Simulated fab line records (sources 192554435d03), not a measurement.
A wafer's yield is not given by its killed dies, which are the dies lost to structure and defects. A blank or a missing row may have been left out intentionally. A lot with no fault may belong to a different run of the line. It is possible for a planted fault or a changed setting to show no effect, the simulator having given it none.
Chamber matching + flow n5 finfet + N5_HKMG_FIN_CVD_62 on thermal cvd si-02: 3 sister chambers
The step deposits a-Si from Si2H6, target thk 3 nm, time 20.8 s. 6 wafers are shown with their chamber, then 7 later ones without.

== EACH WAFER AND ITS CHAMBER ==
| wafer  | chamber | heater power w (W) | chamber pressure Torr (Torr) |
|--------|---------|--------------------|------------------------------|
| L561.4 | 0       | 1569               | 1.0020                       |
| L563.2 | 2       | 1658               | 0.9991                       |
| L563.5 | 1       | 1382               | 0.9977                       |
| L565.1 | 2       | 1682               | 1.0016                       |
| L565.2 | 1       | 1367               | 1.0053                       |
| L565.5 | 0       | 1580               | 1.0023                       |

== WAFERS WITHOUT THEIR CHAMBER ==
| wafer  | heater power w (W) | chamber pressure Torr (Torr) |
|--------|--------------------|------------------------------|
| L567.4 | 1583               | 0.9948                       |
| L567.6 | 1685               | 1.0011                       |
| L569.1 | 1365               | 1.0055                       |
| L569.6 | 1379               | 1.0023                       |
| L579.4 | 1608               | 0.9976                       |
| L579.5 | 1349               | 1.0034                       |
| L579.6 | 1690               | 1.0016                       |

== THE CHAMBER EACH PASSED THROUGH ==
| wafer  | from the rows above | in truth |
|--------|---------------------|----------|
| L567.4 | 0                   | 0        |
| L567.6 | 2                   | 2        |
| L569.1 | 1                   | 1        |
| L569.6 | 1                   | 1        |
| L579.4 | 0                   | 0        |
| L579.5 | 1                   | 1        |
| L579.6 | 2                   | 2        |
Correctly placed: 7 of 7. Number that these rows cannot place: 0. 0 placed wrongly.
How it was worked out, from the rows above alone: a wafer's distance from a chamber is the root of the sum, over the readings, of the square of ((its reading less the chamber's mean) divided by the reading's scatter). If the next closest chamber is less than 2 further off than the closest, the wafer can't be placed; otherwise it belongs to the closest. Each chamber's mean is taken over the wafers shown for it. The scatter: take each reading less its chamber's mean, square it, sum over the shown wafers, divide by the number of wafers less the number of chambers, and take the root.
